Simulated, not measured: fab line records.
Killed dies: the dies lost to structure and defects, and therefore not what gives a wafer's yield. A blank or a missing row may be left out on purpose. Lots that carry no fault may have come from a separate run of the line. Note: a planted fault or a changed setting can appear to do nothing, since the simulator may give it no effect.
What tool caused it? | flow n5_finfet | 6 lots (17 wafers sampled), 1 step of a 1938-step route

== WHAT EACH GAUGE READ, for each wafer ==
N5_BEOL_M12_OVL_MEAS_29.
lot  | measured     | on         | M12_OVL (nm)
L266 | day 12 06:52 | overlay-02 | 2 4 3
L269 | day 12 15:11 | overlay-02 | -7 -2 -2
L270 | day 13 04:14 | overlay-01 | 4 3
L277 | day 15 04:37 | overlay-02 | 3 4 8
L283 | day 16 17:11 | overlay-01 | -1 -7 0
L284 | day 17 04:47 | overlay-01 | -5 -5 -7

== WHICH TOOL RAN EACH LOT (tool, then ch and the chambers of the sampled wafers, then the start) ==
Record: no process step prior to these readings.

== THE ANSWER, worked out from the rows above alone ==
Rule: usual is defined by the lots themselves. The widest of any qualifying gaps counts: lots, ordered by their means at a reading, are off when they make up no more than a third of the lots, leave a main group of 4 or more, and stand apart from it by 3 or more times the standard deviation of that group's means. If all means in a main group match to the digits the tables above print for the reading, that group is not used. Also off: a lot with no number at a reading for which 4 or more lots have one. Any other lot the step has rows for is counted as sound.
None of the lots is off at any reading shown; this tells nothing.

== WHAT THE SIMULATOR PUT IN ==
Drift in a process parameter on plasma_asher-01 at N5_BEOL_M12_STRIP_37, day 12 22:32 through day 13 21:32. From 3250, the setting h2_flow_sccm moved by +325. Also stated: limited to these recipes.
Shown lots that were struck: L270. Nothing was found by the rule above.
